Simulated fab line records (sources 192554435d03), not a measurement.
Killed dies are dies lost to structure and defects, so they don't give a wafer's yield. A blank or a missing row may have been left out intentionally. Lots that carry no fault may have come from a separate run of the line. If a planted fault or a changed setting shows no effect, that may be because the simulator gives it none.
Matching of chambers | flow n5 finfet | 4 sister chambers for N5_GATE_CUT_SAC_CAP_01 on ald sin-01
The step material SiNx, target thk 24 nm, pulse time 1 s, ald cycles 480. 20 wafers are shown with their chamber, then 10 later ones without.

## WAFERS PAIRED WITH THEIR CHAMBERS
wafer  | chamber | heater power w (W) | precursor pulse height rel
L074.1 | 0       | 939                | 0.980
L074.4 | 3       | 772                | 1.001
L074.6 | 2       | 842                | 0.999
L081.1 | 2       | 771                | 0.987
L081.2 | 3       | 800                | 1.010
L081.4 | 0       | 936                | 1.009
L082.2 | 1       | 777                | 0.986
L082.3 | 3       | 807                | 1.001
L082.4 | 0       | 919                | 1.028
L084.3 | 1       | 787                | 0.990
L084.4 | 3       | 778                | 0.979
L084.6 | 3       | 805                | 0.990
L090.3 | 1       | 784                | 1.000
L090.4 | 3       | 815                | 1.019
L090.6 | 3       | 786                | 0.998
L092.1 | 3       | 799                | 1.044
L092.2 | 2       | 766                | 0.980
L092.5 | 3       | 823                | 1.023
L093.3 | 2       | 789                | 0.981
L093.5 | 2       | 768                | 0.985

SIGNATURES, as means of the wafers listed above
reading                    | chamber 0 | chamber 1 | chamber 2 | chamber 3 | scatter within a chamber
heater power w             | 931.33    | 782.67    | 787.20    | 798.33    | 20.4
precursor pulse height rel | 1.00567   | 0.99200   | 0.98640   | 1.00722   | 0.0168
Rule: a wafer's distance from a chamber is the root of the sum, over the readings, of the square of ((its reading less the chamber's mean) divided by the reading's scatter). The wafer belongs to the nearest chamber; if the next one is less than 2 further off, it can't be placed. The scatter is the square root of a quotient: the sum, over the shown wafers, of each reading's squared deviation from its chamber's mean, divided by wafers minus chambers.

## WAFERS WITHOUT THEIR CHAMBER
wafer  | heater power w (W) | precursor pulse height rel
L093.6 | 824                | 0.978
L094.2 | 769                | 0.986
L094.3 | 828                | 1.014
L094.6 | 811                | 1.033
L096.4 | 824                | 1.014
L096.5 | 812                | 0.997
L096.6 | 785                | 1.002
L097.2 | 791                | 1.017
L097.3 | 810                | 1.016
L097.6 | 821                | 0.979

## WHICH CHAMBER EACH WENT THROUGH
wafer  | from the rows above          | in truth
L093.6 | can't be placed: 2 or 3 or 1 | 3
L094.2 | can't be placed: 1 or 2 or 3 | 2
L094.3 | can't be placed: 3 or 1 or 2 | 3
L094.6 | can't be placed: 3 or 1 or 2 | 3
L096.4 | can't be placed: 3 or 1 or 2 | 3
L096.5 | can't be placed: 3 or 2 or 1 | 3
L096.6 | can't be placed: 1 or 3 or 2 | 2
L097.2 | can't be placed: 3 or 1 or 2 | 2
L097.3 | can't be placed: 3 or 1 or 2 | 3
L097.6 | can't be placed: 2 or 3 or 1 | 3
Correct placement for 0 of the 10. Cannot be placed on the basis of these rows: 10; the candidates contain the true chamber in 10. Wrongly placed: 0.
